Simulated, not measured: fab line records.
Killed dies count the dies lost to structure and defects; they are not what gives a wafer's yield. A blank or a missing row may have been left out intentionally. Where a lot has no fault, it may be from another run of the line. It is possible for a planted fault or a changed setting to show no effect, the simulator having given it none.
A lot that was struck, set against a sound lot | flow nand harc | 14 steps out of a route of 1302
Sound: wafers L660.1, L660.4, L660.5. Wafers L664.2, L664.3, L664.5 were the ones struck. The cause is named last.
Per side, at each step with rows, come the tool, then ch with its chambers, and then its first start. Under that, the readings that differ: sound wafers | struck wafers | difference of the means | sigmas: that difference in standard deviations of wafers without a fault.
alike: same words and numbers on both sides, and readings whose means sit less than 2 such deviations apart. not compared: any withheld reading, any reading some wafer has no value for, any bound like >300 that may hide the same value, and any number with overlapping values for which the record gives no deviation.
Wherever a step has rows on one side only, a row that says differs or no value, or a row with sigmas, the two part there. Non-overlapping numbers with no deviation appear without sigmas and do not part them. A reading that every wafer of one side lacks parts them only if that side has two wafers or more.

first, 1 step without rows for these wafers: NHARC_A_CHANNEL_FILL_D1_SRD_12.
NHARC_A_CHANNEL_FILL_D1_INSPECT_13:
  sound on defect inspect-02 at day 10 20:34; struck on defect inspect-02 at day 12 13:38
  alike: raw defect count
NHARC_A_DECK1_JOINT_ETCHBACK_07: etches the open film in HBr, target depth 105 nm, time 26.9 s.
  sound on rie si-04 ch 1,2,3, day 10 20:38; struck on rie si-04 ch 0,2, day 12 13:42
  alike: bias w, drypump motor current A, oes product au, throttle valve pct
  not compared: rf hours counter h
then, 7 steps without rows for these wafers: NHARC_A_DECK1_JOINT_ETCH_25 (etches SiO2 in dHF, target depth 0.5 nm); NHARC_A_DECK1_JOINT_ETCH_19 (etches poly-Si in TMAH, target depth 3 nm); NHARC_A_DECK1_JOINT_ETCH_18 (etches SiO2 in dHF, target depth 3 nm); NHARC_A_DECK1_JOINT_WET_08 (chemistry H3PO4, time 86 s); NHARC_A_DECK1_JOINT_ETCH_09 (etches SiO2 in dHF, target depth 5 nm); NHARC_A_DECK1_JOINT_WET_10 (chemistry H3PO4, time 86 s); NHARC_A_DECK1_JOINT_ETCH_11 (etches SiO2 in dHF, target depth 35 nm).
NHARC_A_DECK1_JOINT_CVD_12: deposits poly-Si, target thk 90 nm, time 1800 s.
  sound on lpcvd poly-04 ch 0, day 11 04:04; struck on lpcvd poly-02 ch 0, day 12 23:56
  alike: spike tc top C
NHARC_A_DECK1_JOINT_CMP_13: polishes, target thk 51.023 nm.
  sound on cmp-01 ch 0,1, day 11 06:56; struck on cmp-01 ch 0,2, day 13 03:06
  reading                | sound       | struck         | difference | sigmas
  time to endpoint s (s) | 9.3 7.6 8.5 | 18.2 18.3 18.7 | +9.9       | +5
  alike: motor current A, retaining ring pressure frac
NHARC_A_DECK1_JOINT_THK_MEAS_14: measures by ellipsometry.
  sound on film metro-02 at day 11 07:11; struck on film metro-01 at day 13 03:21
  alike: thk nm
-- jump in the record: it breaks off in module A_DECK1_JOINT and resumes in module END (first step shown: number 1302 of the route), and 13 days separate the struck wafers' starts before and after --
NHARC_END_SORT_01:
  here the record holds rows for the struck wafers (prober-02 ch 0, day 25 18:37) but none for the sound ones

## WHERE THEY PART
Last at NHARC_END_SORT_01 as far as this record goes, first at NHARC_A_DECK1_JOINT_CMP_13.

WHY: what had been put in by the simulator
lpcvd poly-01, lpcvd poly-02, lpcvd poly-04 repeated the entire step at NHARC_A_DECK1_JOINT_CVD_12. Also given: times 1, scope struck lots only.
